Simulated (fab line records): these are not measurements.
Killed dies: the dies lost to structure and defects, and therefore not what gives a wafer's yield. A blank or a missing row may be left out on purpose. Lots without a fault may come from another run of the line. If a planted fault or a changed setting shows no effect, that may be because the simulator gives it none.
Chamber matching :: flow nand_harc :: NHARC_P_BONDPAD_STRIP_15 on rie_diel-07: 4 sister chambers
The step strips in O2. 4 wafers are shown with their chamber, then 9 later ones without.

## EACH WAFER AND ITS CHAMBER
wafer: L426.4
chamber: 1
drypump_motor_current_A (A): 5.0

wafer: L431.1
chamber: 3
drypump_motor_current_A (A): 5.3

wafer: L431.2
chamber: 2
drypump_motor_current_A (A): 5.4

wafer: L431.4
chamber: 0
drypump_motor_current_A (A): 6.3

## WAFERS WHOSE CHAMBER IS MISSING
wafer: L435.1
drypump_motor_current_A (A): 5.3

wafer: L435.3
drypump_motor_current_A (A): 4.9

wafer: L435.5
drypump_motor_current_A (A): 4.9

wafer: L436.2
drypump_motor_current_A (A): 6.3

wafer: L436.3
drypump_motor_current_A (A): 5.3

wafer: L436.5
drypump_motor_current_A (A): 5.3

wafer: L443.2
drypump_motor_current_A (A): 5.0

wafer: L443.4
drypump_motor_current_A (A): 5.4

wafer: L443.6
drypump_motor_current_A (A): 5.4

## WHICH CHAMBER EACH WENT THROUGH
wafer: L435.1
from the rows above: 3
in truth: 3

wafer: L435.3
from the rows above: 1
in truth: 1

wafer: L435.5
from the rows above: 1
in truth: 1

wafer: L436.2
from the rows above: 0
in truth: 0

wafer: L436.3
from the rows above: 3
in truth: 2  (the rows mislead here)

wafer: L436.5
from the rows above: 3
in truth: 3

wafer: L443.2
from the rows above: 1
in truth: 1

wafer: L443.4
from the rows above: 2
in truth: 2

wafer: L443.6
from the rows above: 2
in truth: 2
Correct placement for 8 of the 9. Not placeable from these rows: 0. Number placed wrongly: 1.
How it was worked out, from the rows above alone: a wafer's distance from a chamber is the root of the sum, over the readings, of the square of ((its reading less the chamber's mean) divided by the reading's scatter). If the next closest chamber is less than 2 further off than the closest, the wafer can't be placed; otherwise it belongs to the closest. Each chamber's mean is taken over the wafers shown for it. The scatter (one wafer shown for each chamber): square how far every hidden wafer sits from the nearest shown wafer, average those squares and take the square root.
